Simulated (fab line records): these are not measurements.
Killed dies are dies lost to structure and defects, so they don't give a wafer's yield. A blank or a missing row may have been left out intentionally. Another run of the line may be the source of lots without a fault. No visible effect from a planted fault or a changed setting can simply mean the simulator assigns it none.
Lot-split experiment -- flow n5-finfet -- 7 lots, 21 wafers read, on a route of 1938 steps

== SPLIT DETAILS ==
At N5_MOL_CONTACT_COAG_COAT_64 (time 60 s, resist thk 10 nm), the setting spin-rpm was moved away from the recipe's 1500 rpm on 11 of the 21 wafers read, by -7.1% to +9.2%. For the rest of the wafers, this setting stayed at what the recipe calls for.

== FROM THE SPLIT TO THE READING: what the file shows between them, 6 steps ==
- N5_MOL_CONTACT_COAG_COAT_34: resist thk 40 nm
- N5_MOL_CONTACT_COAG_EBR_36
- N5_MOL_CONTACT_COAG_DESCUM_45: chemistry O2, time 7 s
- N5_MOL_CONTACT_COAG_ETCH_65: etches underlayer in N2/H2, target depth 13 nm, time 10.4 s
- N5_MOL_CONTACT_COAG_ETCH_66: etches SiARC in CF4, target depth 13 nm, time 21.7 s
- N5_MOL_CONTACT_COAG_ALD_133: deposits SiO2, target thk 5 nm, pulse time 1 s, co reactant pulse time 1 s

== THE READING ==
CAR-EUV_of_MOL_CONTACT_COAG_COAT_34.thk-nm (the simulator's own value, which no gauge read), in nm, at N5_MOL_CONTACT_COAG_ETCHBACK_134 (etches SiO2 in CHF3, target depth 10 nm, time 6.7 s). No usual value for it is given in the file. Across the 10 wafers here that went through the recipe, the average is 15.6 nm and the standard deviation 0.21 nm.

wafer,"tool, chamber at the split","spin-rpm as run, rpm",against the recipe,"CAR-EUV_of_MOL_CONTACT_COAG_COAT_34.thk-nm, nm",against lot-mates on the recipe
L074.2,"litho-track-01, 0",1500,recipe,15.8,-
L074.5,"litho-track-01, 0",1500,recipe,15.8,-
L074.3,"litho-track-01, 0",1500,recipe,16,-
L081.3,"litho-track-01, 0",1552,+3.5%,15.8,+0.2
L081.5,"litho-track-01, 0",1552,+3.5%,15.8,+0.2
L081.4,"litho-track-01, 0",1500,recipe,15.6,-
L084.1,"litho-track-01, 0",1566,+4.4%,15.8,+0.4
L084.6,"litho-track-01, 0",1566,+4.4%,15.8,+0.4
L084.4,"litho-track-01, 0",1500,recipe,15.4,-
L088.2,"litho-track-01, 0",1500,recipe,15.4,-
L088.6,"litho-track-01, 0",1500,recipe,15.4,-
L088.5,"litho-track-01, 0",1448,-3.5%,15,-0.4
L089.2,"litho-track-04, 0",1638,+9.2%,16.2,+0.6
L089.5,"litho-track-04, 0",1500,recipe,15.6,-
L089.6,"litho-track-04, 0",1638,+9.2%,16,+0.4
L092.1,"litho-track-01, 0",1500,recipe,15.4,-
L092.3,"litho-track-01, 0",1575,+5.0%,15.8,+0.4
L092.4,"litho-track-01, 0",1575,+5.0%,15.6,+0.2
L093.1,"litho-track-01, 0",1393,-7.1%,15,-0.4
L093.5,"litho-track-01, 0",1393,-7.1%,15,-0.4
L093.6,"litho-track-01, 0",1500,recipe,15.4,-

THE FIT
A straight line over all 21 wafers: CAR-EUV_of_MOL_CONTACT_COAG_COAT_34.thk-nm changes by +0.0661 nm for each +1% of spin-rpm; r = +0.84; the points scatter about the line by 0.19 nm.
The same after taking each lot's own level away (the mean of its wafers on the recipe; 21 wafers): +0.0612 nm for each +1%; r = +0.95; scatter 0.088 nm.
Per that fit: largest spin-rpm move, reading shift of 0.56 nm.
From 15.40 to 15.87 nm: that is the span of the lots' own levels, equal to 2.2 times the standard deviation above.
Consequently the slope shifts little with the lot-to-lot level, the two slopes agreeing.
Check: with one of the wafers moved furthest among these (+9.2%) left out of the fit, the line predicts +0.551 nm for it against its lot-mates. It came out at +0.6 nm against them.

== THESE WAFERS: OTHER SPLITS ==
Note: prior to the reading, these wafers also went through further splits. Each is held against what the fit with the lots' levels taken away leaves over:
other split on the same wafers,wafers away from the commonest value,r with CAR-EUV_of_MOL_CONTACT_COAG_COAT_34.thk-nm (lot level and that fit taken away)
N5_DUMMY_GATE_ETCH_31 target-depth-a,11,+0.29
N5_SD_EPI_N_PEB_07 peb-time-s,10,-0.18
N5_SD_EPI_N_ETCH_16 target-depth-a,5,+0.13
N5_SD_EPI_P_ETCH_16 target-depth-a,5,+0.14
N5_SD_EPI_P_EPI_21 temp-c,6,-0.58
N5_MOL_CONTACT_COAG_VIA_ETCH_46 bias-w,13,-0.03

== THE WHOLE CHAIN: every reading that the file lists as answering this split, in the file's order ==
step,what it does,reading,change (the file's fit),r (the file's)
N5_MOL_CONTACT_COAG_COAT_64,"time 60 s, resist thk 10 nm","underlayer_of_MOL_CONTACT_COAG_COAT_64.thk-nm (the simulator's own value, which no gauge read)",-0.0481 nm for each +1% of the setting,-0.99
N5_MOL_CONTACT_COAG_ETCH_65,"etches underlayer in N2/H2, target depth 13 nm, time 10.4 s",etch-rf-on-time-s,withheld for each +1% of the setting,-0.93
N5_MOL_CONTACT_COAG_ETCH_65,"etches underlayer in N2/H2, target depth 13 nm, time 10.4 s","CAR-EUV_of_MOL_CONTACT_COAG_COAT_34.thk-nm (the simulator's own value, which no gauge read)",+0.0488 nm for each +1% of the setting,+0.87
N5_MOL_CONTACT_COAG_ETCH_65,"etches underlayer in N2/H2, target depth 13 nm, time 10.4 s","etch.depth-nm (the simulator's own value, which no gauge read)",-0.0505 nm for each +1% of the setting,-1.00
N5_MOL_CONTACT_COAG_ETCH_66,"etches SiARC in CF4, target depth 13 nm, time 21.7 s","CAR-EUV_of_MOL_CONTACT_COAG_COAT_34.thk-nm (the simulator's own value, which no gauge read)",+0.0618 nm for each +1% of the setting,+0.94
N5_MOL_CONTACT_COAG_ETCHBACK_134,"etches SiO2 in CHF3, target depth 10 nm, time 6.7 s","CAR-EUV_of_MOL_CONTACT_COAG_COAT_34.thk-nm (the simulator's own value, which no gauge read)",+0.0627 nm for each +1% of the setting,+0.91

== THE FILE'S OWN FIT ==
CAR-EUV_of_MOL_CONTACT_COAG_COAT_34.thk-nm changes by +0.0627 nm for each +1% of spin-rpm, r = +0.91.
